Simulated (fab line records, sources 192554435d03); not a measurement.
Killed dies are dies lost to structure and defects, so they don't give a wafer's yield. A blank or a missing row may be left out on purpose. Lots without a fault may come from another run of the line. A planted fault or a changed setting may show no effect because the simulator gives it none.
fab line records | flow n5_finfet
record lots=11 wafers=32 last_day=18
route steps=1938 shown BEOL_M7@1323 BEOL_M8@1336 PASSIVATION@1936
lots that met no fault: from a run of the same line without faults
start_h: hours from the record's first day to the start of the lot's first wafer shown | wait_h: hours since the lot's step before | " the same as in the row above | L1.1+2: a row that stands for several wafers | - no value, or no start given | * or withheld: withheld | < > ~ a bound
route shown NAME@n: a module of which the file shows steps, and the number in the route of the first | usual: mean/standard deviation of fault-free wafers | same: alike in all rows | chamber/n: place in a boat | sites: the reading at each site | _std_site: their standard deviation | _edge_site: outer sites' mean less inner sites' | radius_mm: how far each site lies from the wafer's centre | mask NAME#n: copy n | behind: the tool/chamber that last shaped the wafer | hold: why the lot was held/for how many hours/how that ended | device: the transistor (n, p or np) that didn't switch | end of line: the same wafers' tests at the end of the route | a step without rows: its recipe alone | killed: dies lost to structure and defects at the first sort, not the wafer's yield | map: a wafer's dies, x killed, . not, _ none there
set.NAME: the setting as run; set.NAME@STEP: as run at that earlier step | model.NAME: the simulator's own value behind a step, which no gauge read
steps of the route over a sample of lots; a table a step, a row a wafer
services: from which hour (start_h, from the record's first day; less than 0 if before it) a tool's chamber was out of use, for how many hours, and why
## steps
# step N5_BEOL_M7_SPUTTER_48
# recipe material=Cu target_thk_a=100 temp_c=-20 bias_v=60 power_w=26000 chamber_pressure_pa=0.13 time_s=1.667
# usual chamber_pressure_pa=0.12997/0.00028 throttle_valve_pct=29.9/0.89
# columns lot.wafer tool chamber start_h wait_h chamber_pressure_pa throttle_valve_pct
L227.2 pvd_sputter-01 - 207.30 0.2 0.13016 30.3
L227.3 " - " " 0.13076 30.1
L227.6 " - " " 0.12991 29.0
L233.1 pvd_sputter-01 - 239.84 0.1 0.1301 30.2
L233.2 " - " " 0.12981 29.8
L233.4 " - " " 0.12969 29.2
L231.1 pvd_sputter-02 - 245.92 0.1 0.12962 30.3
L231.5 " - " " 0.13005 30.4
L231.6 " - " " 0.12953 29.8
L229.2 pvd_sputter-01 - 249.60 0.1 0.12966 30.0
L229.6 " - " " 0.12992 30.3
L232.1 pvd_sputter-03 - 249.81 0.1 0.12973 30.9
L232.3 " - " " 0.12995 30.6
L232.5 " - " " 0.13017 30.7
L236.3 pvd_sputter-03 - 260.98 1.3 0.13022 30.7
L236.4 " - " " 0.12967 30.0
L236.6 " - " " 0.12981 31.1
L237.1 pvd_sputter-01 - 272.00 0.1 0.12985 30.4
L237.3 " - " " 0.13021 30.1
L237.5 " - " " 0.12997 29.5
L243.2 pvd_sputter-01 - 303.93 0.1 0.13046 30.4
L243.3 " - " " 0.13005 29.2
L243.5 " - " " 0.12995 30.3
L242.3 pvd_sputter-03 - 311.97 0.3 0.12971 31.2
L242.4 " - " " 0.12946 30.7
L242.6 " - " " 0.13005 31.1
L244.1 pvd_sputter-02 - 315.46 0.4 0.12968 28.5
L244.2 " - " " 0.12991 29.9
L244.5 " - " " 0.13033 30.7
L247.2 pvd_sputter-02 - 344.84 0.2 0.13005 29.9
L247.5 " - " " 0.13004 29.7
L247.6 " - " " 0.13007 28.7
# step N5_BEOL_M8_HM_DEP_02
# recipe material=TiN target_thk_a=200 temp_c=25 chamber_pressure_pa=0.49996
# usual chamber_pressure_pa=0.5001/0.0011 throttle_valve_pct=29.9/0.86
# columns lot.wafer tool chamber start_h wait_h chamber_pressure_pa throttle_valve_pct
L227.2 pvd_sputter-01 - 210.33 1.4 0.5006 29.1
L227.3 " - " " 0.5004 30.1
L227.6 " - " " 0.5014 30.2
L233.1 pvd_sputter-01 - 244.34 2.1 0.4989 29.8
L233.2 " - " " 0.5009 29.0
L233.4 " - " " 0.4995 30.1
L231.1 pvd_sputter-03 - 249.39 1.1 0.4988 30.6
L231.5 " - " " 0.5007 30.0
L231.6 " - " " 0.4989 30.6
L229.2 pvd_sputter-01 - 254.26 2.4 0.4997 30.6
L229.6 " - " " 0.4984 30.3
L232.1 pvd_sputter-01 - 254.36 2.4 0.4984 29.1
L232.3 " - " " 0.4984 30.5
L232.5 " - " " 0.4995 29.8
L236.3 pvd_sputter-03 - 263.46 0.4 0.5000 30.0
L236.4 " - " " 0.4994 31.3
L236.6 " - " " 0.5023 29.8
L237.1 pvd_sputter-01 - 273.68 0.0 0.4972 30.4
L237.3 " - " " 0.4985 29.6
L237.5 " - " " 0.5008 30.0
L243.2 pvd_sputter-03 - 307.18 1.0 0.5004 31.2
L243.3 " - " " 0.5005 30.7
L243.5 " - " " 0.4997 31.0
L242.3 pvd_sputter-02 - 314.82 1.0 0.5003 28.7
L242.4 " - " " 0.4993 29.9
L242.6 " - " " 0.5005 27.7
L244.1 pvd_sputter-01 - 318.02 0.9 0.5019 30.0
L244.2 " - " " 0.4992 30.4
L244.5 " - " " 0.5014 30.1
L247.2 pvd_sputter-03 - 347.76 0.6 0.5011 29.6
L247.5 " - " " 0.4994 29.9
L247.6 " - " " 0.5006 31.0
# step N5_BEOL_M8_COAT_22
# recipe resist=CAR-EUV spin_rpm=1500 resist_thk_nm=30
# usual resist_line_temp_C=22.97/0.12 spin_speed_rpm=1500.0/1.1
# columns lot.wafer tool chamber start_h wait_h resist_line_temp_C spin_speed_rpm
L227.2 litho_track-04 0 215.09 - 22.86 1500.7
L227.3 " 0 " " 22.73 1501.8
L227.6 " 0 " " 22.70 1499.4
L233.1 litho_track-03 0 248.01 - 22.92 1500.3
L233.2 " 0 " " 22.91 1501.0
L233.4 " 0 " " 22.92 1502.4
L231.1 litho_track-05 0 253.39 - 23.09 1501.1
L231.5 " 0 " " 23.24 1501.5
L231.6 " 0 " " 23.08 1499.8
L232.1 litho_track-03 0 256.91 - 23.10 1499.1
L232.3 " 0 " " 22.98 1498.4
L232.5 " 0 " " 23.17 1499.1
L229.2 litho_track-05 0 257.04 - 23.05 1500.4
L229.6 " 0 " " 23.25 1499.6
L236.3 litho_track-05 0 266.20 - 22.97 1501.8
L236.4 " 0 " " 22.87 1500.8
L236.6 " 0 " " 22.98 1502.6
L237.1 litho_track-04 0 274.95 - 23.04 1498.7
L237.3 " 0 " " 22.98 1501.7
L237.5 " 0 " " 23.01 1500.1
L243.2 litho_track-04 0 308.96 - 22.88 1501.0
L243.3 " 0 " " 22.90 1500.4
L243.5 " 0 " " 22.92 1498.6
L242.3 litho_track-03 0 316.21 - 22.91 1500.1
L242.4 " 0 " " 22.91 1498.7
L242.6 " 0 " " 22.99 1501.0
L244.1 litho_track-03 0 319.29 - 22.91 1448.2
L244.2 " 0 " " 22.88 1449.4
L244.5 " 0 " " 22.91 1449.7
L247.2 litho_track-03 0 348.76 - 22.74 1448.7
L247.5 " 0 " " 22.91 1448.9
L247.6 " 0 " " 22.99 1450.0
# step N5_BEOL_M8_ETCH_72
# recipe chemistry=N2/H2 target=underlayer target_depth_a=65 mask_material=CAR-EUV time_s=5.2 ion_energy_ev=200 pressure_mtorr=30 source_w=840 bias_w=150 n2_flow_sccm=200 h2_flow_sccm=200 ends=cleared
# usual bias_w=149.9/0.49 drypump_motor_current_A=6.0/0.43 etch_rf_on_time_s=5.28/0.15 oes_product_au=0.69/0.079 rf_vpp_V=524.2/2.8 showerhead_plenum_p_Torr=2.55/0.098 throttle_valve_pct=17.73/0.27
# columns lot.wafer tool chamber start_h wait_h bias_w drypump_motor_current_A etch_rf_on_time_s oes_product_au rf_hours_counter_h rf_vpp_V showerhead_plenum_p_Torr throttle_valve_pct
L227.2 rie_diel-06 1 215.51 0.0 150.0 5.7 5.42 0.66 104 519.5 2.46 17.67
L227.3 " 0 " " 150.4 6.4 5.27 0.63 148 524.9 2.56 17.82
L227.6 " 2 " " 149.5 5.0 5.24 0.61 - 522.4 2.52 18.08
L233.1 rie_diel-02 0 248.67 0.0 150.4 5.8 5.43 0.59 208 519.8 2.40 17.68
L233.2 " 2 " " 149.5 5.9 5.33 0.83 5 525.1 2.48 17.32
L233.4 " 2 " " 149.9 5.9 5.36 0.83 - 522.4 2.48 17.31
L231.1 rie_diel-02 1 253.94 0.0 149.4 6.3 5.34 0.69 83 524.7 2.56 17.74
L231.5 " 2 " " 149.8 5.9 5.16 0.83 - 522.8 2.48 17.33
L231.6 " 1 " " 149.9 6.3 5.31 0.68 - 526.4 2.56 17.73
L232.1 rie_diel-06 0 257.33 0.0 149.4 6.4 5.29 0.62 164 522.0 2.55 17.87
L232.3 " 2 " " 149.7 5.0 5.19 0.60 243 521.6 2.51 18.12
L232.5 " 0 " " 149.7 6.4 5.30 0.62 - 521.8 2.55 17.85
L229.2 rie_diel-04 0 257.50 0.0 150.3 5.9 5.36 0.70 67 526.3 2.70 18.22
L229.6 " 1 " " 150.5 5.9 5.23 0.75 - 528.3 2.59 17.59
L236.3 rie_diel-06 0 266.65 0.0 149.8 6.4 5.21 0.62 167 525.5 2.55 17.88
L236.4 " 2 " " 149.7 4.9 5.23 0.60 246 523.5 2.51 18.14
L236.6 " 2 " " 150.4 4.9 5.21 0.59 - 521.7 2.51 18.11
L237.1 rie_diel-02 3 275.54 0.0 150.7 6.8 5.36 0.78 6 522.3 2.48 17.78
L237.3 " 2 " " 149.8 5.9 5.30 0.80 16 520.1 2.47 17.34
L237.5 " 1 " " 149.8 6.3 5.46 0.66 - 525.4 2.56 17.75
L243.2 rie_diel-02 1 310.03 0.0 150.1 6.3 5.39 0.67 104 525.9 2.55 17.81
L243.3 " 2 " " 149.4 5.9 5.24 0.79 28 522.7 2.47 17.35
L243.5 " 1 " " 150.2 6.3 5.46 0.66 - 524.6 2.55 17.80
L242.3 rie_diel-04 0 316.76 0.0 150.4 5.9 5.47 0.68 88 527.4 2.69 18.23
L242.4 " 3 " " 150.4 5.8 4.95 0.77 38 526.5 2.70 17.21
L242.6 " 0 " " 150.2 5.9 5.47 0.68 - 528.6 2.69 18.21
L244.1 rie_diel-06 0 319.71 0.0 149.4 6.4 5.29 0.60 190 522.8 2.54 17.89
L244.2 " 1 " " 149.8 5.8 5.40 0.65 146 523.0 2.44 17.77
L244.5 " 3 " " 149.5 6.4 5.26 0.63 - 527.0 2.64 18.01
L247.2 rie_diel-04 1 349.18 0.0 149.5 5.8 5.20 0.71 54 526.8 2.58 17.64
L247.5 " 1 " " 149.1 5.8 5.20 0.70 - 526.2 2.58 17.66
L247.6 " 2 " " 149.3 6.0 5.19 0.65 - 524.7 2.65 17.93
# step N5_PASSIVATION_PROBE_49
# usual defect_limited_yield=91.5/1.4 killed_at_M0_to_M3=32/11 killed_at_M4_up=12/4.4 killed_at_contacts=13/6.1 killed_at_front_end=39/12 killed_at_other=3.9/3 killed_dies=100/17 killed_open=66/12 killed_short=33/7.4 sort_bin_5_function=5.0/0.95 sort_bin_6_memory=3.2/0.66 sort_bin_8_speed=0.0/0.33 sort_n_pass=1079/17 sort_yield_pct=91.4/1.5
# same gross_dies=1180 killed_at_back_side=0 sort_bin_4_leakage[%]=0
# columns lot.wafer tool chamber start_h wait_h defect_limited_yield[%] killed_at_M0_to_M3 killed_at_M4_up killed_at_contacts killed_at_front_end killed_at_other killed_dies killed_open killed_short sort_bin_5_function[%] sort_bin_6_memory[%] sort_bin_8_speed[%] sort_n_pass sort_yield_pct[%]
L231.1 prober-02 - 324.82 0.0 90.3 43 8 12 51 1 115 77 36 6.0 3.5 0 1065 90.3
L231.5 prober-02 - 325.02 0.2 92.6 18 7 19 42 1 87 64 18 4.4 2.6 0 1093 92.6
L231.6 prober-02 - 325.07 0.3 91.2 43 13 11 36 1 104 67 36 5.7 2.5 0 1076 91.2
L236.3 prober-02 - 340.28 0.1 93.3 25 9 11 32 2 79 45 30 3.3 3.1 0 1101 93.3
L236.4 prober-02 - 340.33 0.2 93.2 17 17 17 28 1 80 59 20 3.6 3.1 0 1100 93.2
L236.6 prober-02 - 340.43 0.3 94.3 24 14 3 24 2 67 45 22 2.5 3.1 0 1113 94.3
L237.1 prober-01 - 347.92 0.0 89.9 56 10 16 36 1 119 84 33 5.1 4.8 0 1061 89.9
L237.3 prober-01 - 348.02 0.1 88.6 47 10 23 52 2 134 83 50 7.1 3.8 0.2 1044 88.5
L237.5 prober-01 - 348.12 0.2 87.3 68 16 34 31 1 150 100 47 7.6 4.7 0 1030 87.3
L247.2 prober-01 - 421.79 0.1 91.2 22 14 5 58 5 104 72 31 4.8 3.8 0 1076 91.2
L247.5 prober-01 - 421.94 0.2 92.5 24 9 19 32 5 89 63 24 4.1 3.2 0 1091 92.5
L247.6 prober-01 - 421.99 0.3 93.3 15 11 8 36 9 79 55 23 4.2 2.1 0.1 1101 93.3
# killed by level:class
L231.1 BEOL_M0_SAQP:geometric_particle:open=11 STI_FIN_REVEAL:geometric_particle:open=10 MOL_CONTACT_COAG:geometric_particle:open=9 BEOL_M0_SAQP:geometric_particle:short=8 FIN_SAQP:geometric_particle:open=6 BEOL_M2:geometric_particle:open=6 BEOL_M3:geometric_particle:short=6 FIN_SAQP:geometric_particle:short=5
L231.5 MOL_CONTACT_COAG:geometric_particle:open=15 FIN_SAQP:geometric_particle:open=9 STI_FIN_REVEAL:geometric_particle:open=8 BEOL_M0_SAQP:geometric_particle:open=5 MOL_CONTACT_COAG:geometric_particle:short=4 BEOL_M0_SAQP:geometric_particle:short=4 FIN_SAQP:geometric_particle:short=3 DUMMY_GATE:geometric_particle:open=3
L231.6 BEOL_M0_SAQP:geometric_particle:open=13 BEOL_M0_SAQP:geometric_particle:short=12 FIN_SAQP:geometric_particle:open=8 STI_FIN_REVEAL:geometric_particle:open=8 FIN_SAQP:geometric_particle:short=7 MOL_CONTACT_COAG:geometric_particle:open=7 BEOL_M2:geometric_particle:open=7 BEOL_M4:geometric_particle:open=6
L236.3 MOL_CONTACT_COAG:geometric_particle:open=10 FIN_SAQP:geometric_particle:short=6 BEOL_M1:geometric_particle:open=6 FIN_SAQP:geometric_particle:open=4 BEOL_M2:geometric_particle:open=4 STI_FIN_REVEAL:geometric_particle:open=3 GATE_CUT:geometric_particle:short=3 BEOL_M0_SAQP:geometric_particle:short=3
L236.4 MOL_CONTACT_COAG:geometric_particle:open=14 BEOL_M4:geometric_particle:open=12 FIN_SAQP:geometric_particle:short=6 BEOL_M0_SAQP:geometric_particle:short=6 FIN_SAQP:geometric_particle:open=5 DUMMY_GATE:geometric_particle:open=5 BEOL_M0_SAQP:geometric_particle:open=5 ILD0:geometric_particle:open=3
L236.6 BEOL_M0_SAQP:geometric_particle:short=8 BEOL_M0_SAQP:geometric_particle:open=8 FIN_SAQP:geometric_particle:open=7 BEOL_M5:geometric_particle:open=5 STI_FIN_REVEAL:geometric_particle:open=4 BEOL_M4:geometric_particle:open=4 ILD0:geometric_particle:short=3 MOL_CONTACT_COAG:geometric_particle:open=3
L237.1 STI_FIN_REVEAL:geometric_particle:open=14 BEOL_M0_SAQP:geometric_particle:open=12 MOL_CONTACT_COAG:geometric_particle:open=12 BEOL_M2:geometric_particle:open=11 BEOL_M0_SAQP:geometric_particle:short=11 BEOL_M1:geometric_particle:open=8 BEOL_M3:geometric_particle:open=8 DUMMY_GATE:geometric_particle:open=7
L237.3 STI_FIN_REVEAL:geometric_particle:open=24 BEOL_M0_SAQP:geometric_particle:open=16 BEOL_M0_SAQP:geometric_particle:short=15 MOL_CONTACT_COAG:geometric_particle:open=14 MOL_CONTACT_COAG:geometric_particle:short=9 BEOL_M2:geometric_particle:open=8 STI_FIN_REVEAL:geometric_particle:short=7 BEOL_M4:geometric_particle:open=6
L237.5 MOL_CONTACT_COAG:geometric_particle:open=30 BEOL_M0_SAQP:geometric_particle:short=27 BEOL_M0_SAQP:geometric_particle:open=17 STI_FIN_REVEAL:geometric_particle:open=15 BEOL_M2:geometric_particle:open=10 BEOL_M4:geometric_particle:open=5 MOL_CONTACT_COAG:geometric_particle:short=4 BEOL_M3:geometric_particle:open=4
L247.2 FIN_SAQP:geometric_particle:open=29 FIN_SAQP:geometric_particle:short=11 BEOL_M3:geometric_particle:open=8 BEOL_M0_SAQP:geometric_particle:short=6 MOL_CONTACT_COAG:geometric_particle:open=5 STI_FIN_REVEAL:geometric_particle:open=4 BEOL_M1:geometric_particle:open=4 BEOL_M4:geometric_particle:open=4
L247.5 MOL_CONTACT_COAG:geometric_particle:open=16 FIN_SAQP:geometric_particle:open=12 BEOL_M1:geometric_particle:open=10 GATE_CUT:geometric_particle:open=4 BEOL_M0_SAQP:geometric_particle:short=4 BEOL_M5:geometric_particle:short=3 STI_FIN_REVEAL:geometric_particle:open=3 DUMMY_GATE:geometric_particle:open=3
L247.6 FIN_SAQP:geometric_particle:open=9 FIN_SAQP:geometric_particle:short=7 STI_FIN_REVEAL:geometric_particle:open=6 MOL_CONTACT_COAG:geometric_particle:open=6 BEOL_M3:geometric_particle:open=4 BEOL_M4:geometric_particle:open=4 MIM_TOP_ETCH:geometric_particle:open=4 STARTING-WAFER:geometric_particle:open=4
## services
# columns tool chamber start_h hours kind
rie_diel-04 3 188.31 - clean
rie_diel-04 3 188.31 - consumable_replace:focus_ring
rie_diel-04 3 188.31 - consumable_replace:showerhead
rie_diel-04 3 188.31 15.4 scheduled_down
rie_diel-04 3 188.31 15.4 vent_cycle
rie_diel-06 2 189.17 6.4 repair
rie_diel-06 - 195.09 0.2 repair
rie_diel-02 2 211.37 - clean
rie_diel-02 2 211.37 - consumable_replace:focus_ring
rie_diel-02 2 211.37 23.8 scheduled_down
rie_diel-02 2 211.37 23.8 vent_cycle
rie_diel-02 3 235.38 - clean
rie_diel-02 3 235.38 - consumable_replace:focus_ring
litho_track-04 - 256.17 - consumable_replace:filter
rie_diel-06 2 274.97 - clean
rie_diel-06 2 274.97 - consumable_replace:focus_ring
rie_diel-06 2 274.97 20.6 scheduled_down
rie_diel-06 2 274.97 20.6 vent_cycle
rie_diel-06 - 279.75 0.6 repair
litho_track-05 - 315.33 - consumable_replace:filter
pvd_sputter-02 - 339.91 4.3 repair
## key
first_sign step=N5_BEOL_M8_COAT_22 reading=spin_speed_rpm direction=down sigmas=47 usual=* struck=*
effect none on later readings
met_at N5_BEOL_M8_COAT_22
struck_lots L244,L247
baseline_loss step=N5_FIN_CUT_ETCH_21 wafers=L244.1
not_acting_at N5_BEOL_M7_SPUTTER_48,N5_BEOL_M8_HM_DEP_02,N5_BEOL_M8_ETCH_72
onset_between 316.21 319.29
fault kind=process_parameter_drift tool=litho_track-03 chamber=- onset_h=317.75 steps=N5_BEOL_M8_COAT_22 channel=spin_rpm offset=* shape=step end_h=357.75 acts_in=* stated=*
# baseline_loss: these wafers lose ten dies or more at that step, a loss of the line's own and not of a fault; the sort's usual values leave them out
